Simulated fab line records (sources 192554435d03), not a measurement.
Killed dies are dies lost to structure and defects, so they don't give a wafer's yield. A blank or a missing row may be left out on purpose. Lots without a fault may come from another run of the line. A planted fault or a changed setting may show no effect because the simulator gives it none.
Chamber matching + flow n5Finfet + rieDiel-01 running N5_MOL_CONTACT_COAG_ETCH_106: 4 sister chambers
The step etches SOC in N2/H2, target depth 80 nm, overetch 16 nm, time 120 s. 16 wafers are shown with their chamber, then 8 later ones without.

WAFERS PAIRED WITH THEIR CHAMBERS
| wafer  | chamber | showerheadPlenumPTorr (Torr) | drypumpMotorCurrentA (A) | rfVppV (V) |
|--------|---------|------------------------------|--------------------------|------------|
| L075.1 | 0       | 2.51                         | 5.6                      | 523        |
| L075.3 | 1       | 2.51                         | 5.8                      | 521        |
| L075.6 | 1       | 2.51                         | 5.8                      | 522        |
| L080.1 | 3       | 2.70                         | 6.4                      | 527        |
| L080.3 | 0       | 2.50                         | 5.7                      | 524        |
| L080.4 | 3       | 2.70                         | 6.5                      | 528        |
| L082.1 | 1       | 2.50                         | 5.9                      | 523        |
| L082.4 | 3       | 2.70                         | 6.5                      | 529        |
| L082.6 | 0       | 2.50                         | 5.6                      | 523        |
| L083.1 | 0       | 2.50                         | 5.7                      | 522        |
| L083.2 | 1       | 2.50                         | 5.8                      | 522        |
| L083.5 | 3       | 2.70                         | 6.5                      | 528        |
| L085.2 | 2       | 2.48                         | 5.1                      | 523        |
| L085.4 | 1       | 2.50                         | 5.9                      | 522        |
| L085.6 | 0       | 2.50                         | 5.6                      | 522        |
| L089.1 | 1       | 2.50                         | 5.8                      | 521        |

SIGNATURES (averages over the wafers above)
| reading               | chamber 0 | chamber 1 | chamber 2 | chamber 3 | scatter within a chamber |
|-----------------------|-----------|-----------|-----------|-----------|--------------------------|
| showerheadPlenumPTorr | 2.5020    | 2.5033    | 2.4800    | 2.7000    | 0.00422                  |
| drypumpMotorCurrentA  | 5.640     | 5.833     | 5.100     | 6.475     | 0.0523                   |
| rfVppV                | 522.80    | 521.83    | 523.00    | 528.00    | 0.798                    |
Rule: for each reading, subtract the chamber's mean from the wafer's reading, divide by that reading's scatter and square the result; add these up over the readings and take the root, which gives the wafer's distance from the chamber. If the next closest chamber is less than 2 further off than the closest, the wafer can't be placed; otherwise it belongs to the closest. The scatter: the root of (the sum of the squares of (reading less its chamber's mean) over the shown wafers, divided by (wafers less chambers)).

WAFERS WITHOUT THEIR CHAMBER
| wafer  | showerheadPlenumPTorr (Torr) | drypumpMotorCurrentA (A) | rfVppV (V) |
|--------|------------------------------|--------------------------|------------|
| L089.2 | 2.69                         | 6.5                      | 528        |
| L089.4 | 2.50                         | 5.7                      | 522        |
| L094.3 | 2.49                         | 5.9                      | 522        |
| L094.4 | 2.49                         | 5.8                      | 522        |
| L094.5 | 2.49                         | 5.6                      | 522        |
| L096.1 | 2.69                         | 6.6                      | 529        |
| L096.3 | 2.49                         | 5.6                      | 523        |
| L096.4 | 2.49                         | 5.8                      | 521        |

THE CHAMBER EACH PASSED THROUGH
| wafer  | from the rows above     | in truth |
|--------|-------------------------|----------|
| L089.2 | 3                       | 3        |
| L089.4 | can't be placed: 0 or 1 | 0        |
| L094.3 | 1                       | 1        |
| L094.4 | can't be placed: 1 or 0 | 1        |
| L094.5 | 0                       | 0        |
| L096.1 | 3                       | 3        |
| L096.3 | 0                       | 0        |
| L096.4 | can't be placed: 1 or 0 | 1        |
Placed correctly: 5 of 8. Not placeable from these rows: 3 (in 3, the candidates include the true chamber). Placed wrongly: 0.
